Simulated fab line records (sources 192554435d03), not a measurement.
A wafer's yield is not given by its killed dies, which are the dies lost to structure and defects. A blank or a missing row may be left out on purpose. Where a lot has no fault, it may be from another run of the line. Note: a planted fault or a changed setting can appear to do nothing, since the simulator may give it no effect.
Matching of chambers + flow n5Finfet + 4 sister chambers for N5_DUMMY_REMOVAL_HM_STRIP_01 on rieDiel-06
The step strips SiNx in CH3F/O2, stops on poly-Si, target depth 4 nm, time 6.8 s. 4 wafers are shown with their chamber, then 11 later ones without.

## WAFERS, EACH WITH ITS CHAMBER
| wafer  | chamber | drypumpMotorCurrentA (A) |
|--------|---------|--------------------------|
| L087.4 | 3       | 5.6                      |
| L090.2 | 2       | 5.9                      |
| L090.5 | 0       | 5.9                      |
| L091.2 | 1       | 5.0                      |

## WAFERS WHOSE CHAMBER IS MISSING
| wafer  | drypumpMotorCurrentA (A) |
|--------|--------------------------|
| L091.4 | 5.6                      |
| L091.6 | 5.0                      |
| L093.1 | 5.6                      |
| L093.2 | 5.8                      |
| L093.5 | 5.9                      |
| L094.1 | 5.0                      |
| L094.4 | 5.8                      |
| L094.6 | 5.0                      |
| L095.2 | 5.9                      |
| L095.4 | 5.0                      |
| L095.5 | 5.0                      |

## THE CHAMBER EACH PASSED THROUGH
| wafer  | from the rows above     | in truth |
|--------|-------------------------|----------|
| L091.4 | 3                       | 3        |
| L091.6 | 1                       | 1        |
| L093.1 | 3                       | 3        |
| L093.2 | can't be placed: 0 or 2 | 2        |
| L093.5 | can't be placed: 0 or 2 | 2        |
| L094.1 | 1                       | 1        |
| L094.4 | can't be placed: 0 or 2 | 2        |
| L094.6 | 1                       | 1        |
| L095.2 | can't be placed: 0 or 2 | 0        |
| L095.4 | 1                       | 1        |
| L095.5 | 1                       | 1        |
Correct placement for 7 of the 11. Unplaceable from these rows: 4, with the true chamber sitting among the candidates in 4. 0 placed wrongly.
How it was worked out, from the rows above alone: a wafer's distance from a chamber is the root of the sum, over the readings, of the square of ((its reading less the chamber's mean) divided by the reading's scatter). The wafer belongs to the nearest chamber; if the next one is less than 2 further off, it can't be placed. A chamber's mean is the mean of its shown wafers. The scatter: with one shown wafer a chamber, the root of the mean of the squares of how far each hidden wafer lies from its nearest shown one.
